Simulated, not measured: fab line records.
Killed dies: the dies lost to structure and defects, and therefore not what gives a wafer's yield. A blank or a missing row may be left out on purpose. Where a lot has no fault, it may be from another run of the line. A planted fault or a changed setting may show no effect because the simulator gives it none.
A lot that was struck, set against a sound lot -- flow nandHarc -- 14 steps out of a route of 1302
Sound: these wafers, L647.2, L647.3, L647.5. Struck: wafers L654.3, L654.5 (left out: L654.2, a lot-mate that was not struck); the cause follows at the end.
Each step with rows lists, per side, the tool, then ch with its chambers, then its first start. Under that, the readings that differ: sound wafers -- struck wafers -- difference of the means -- sigmas: that difference in standard deviations of wafers without a fault.
alike: words and numbers the same on both sides, and readings whose means are apart by under 2 such deviations; not compared: readings that were withheld, readings missing a value for some wafer, numbers with overlapping values and no deviation given by the record, and bounds like >300 which may hide the same value.
Wherever a step has rows on one side only, a row that says differs or no value, or a row with sigmas, the two part there. Numbers that don't overlap but have no deviation are shown without sigmas and don't part them. Lack of a reading on every wafer of one side parts them only where that side has two or more wafers.

first, 1 step without rows for these wafers: NHARC_A_ONON_D1_DEP_06 (target thk 1000 nm).
NHARC_A_ONON_D1_THK_MEAS_08: measures by ellipsometry.
  sound on filmMetro-02, day 11 02:35; struck on filmMetro-01, day 13 18:32
reading,sound,struck,difference,sigmas
thkNm (nm),1012 1011 1011,984 983,-28,-3
next comes 1 step that has no rows for these wafers: NHARC_A_ONON_D1_DEP_09 (target thickness 1000 nm).
NHARC_A_ONON_D1_THK_MEAS_11: measures by ellipsometry.
  sound on filmMetro-02, day 11 03:10; struck on filmMetro-01, day 13 19:05
  alike: thkNm
next comes 1 step that has no rows for these wafers: NHARC_A_ONON_D1_DEP_12 (target thickness 1000 nm).
NHARC_A_ONON_D1_THK_MEAS_14: measures by ellipsometry.
  sound on filmMetro-02, day 11 03:43; struck on filmMetro-02, day 13 19:40
  alike: thkNm
then, 2 steps without rows for these wafers: NHARC_A_ONON_D1_ANNEAL_15 (time 3600 s); NHARC_A_ONON_D1_DEP_16 (target thk 1000 nm).
NHARC_A_ONON_D1_THK_MEAS_18: measures by ellipsometry.
  sound on filmMetro-01, day 11 14:10; struck on filmMetro-01, day 14 03:44
  alike: thkNm
next comes 1 step that has no rows for these wafers: NHARC_A_ONON_D1_DEP_19 (target thickness 1000 nm).
NHARC_A_ONON_D1_THK_MEAS_21: measures by ellipsometry.
  sound on filmMetro-01, day 11 14:44; struck on filmMetro-01, day 14 04:17
  alike: thkNm
NHARC_A_ONON_D1_DEP_22: target thk 1000 nm.
  sound on pecvdOnon-03 ch 0, day 11 14:50; struck on pecvdOnon-02 ch 0, day 14 04:24
  alike: nh3FlowSccm
NHARC_A_ONON_D1_THK_MEAS_24: measures by ellipsometry.
  sound on filmMetro-02, day 11 15:18; struck on filmMetro-02, day 14 04:51
reading,sound,struck,difference,sigmas
thkNm (nm),984 986 985,918 919,-66,-7
next comes 1 step that has no rows for these wafers: NHARC_A_ONON_D1_DEP_25 (target thickness 1000 nm).

WHERE THEY PART
First at NHARC_A_ONON_D1_THK_MEAS_08; last, within this record, at NHARC_A_ONON_D1_THK_MEAS_24.

WHY: whatever the simulator had introduced
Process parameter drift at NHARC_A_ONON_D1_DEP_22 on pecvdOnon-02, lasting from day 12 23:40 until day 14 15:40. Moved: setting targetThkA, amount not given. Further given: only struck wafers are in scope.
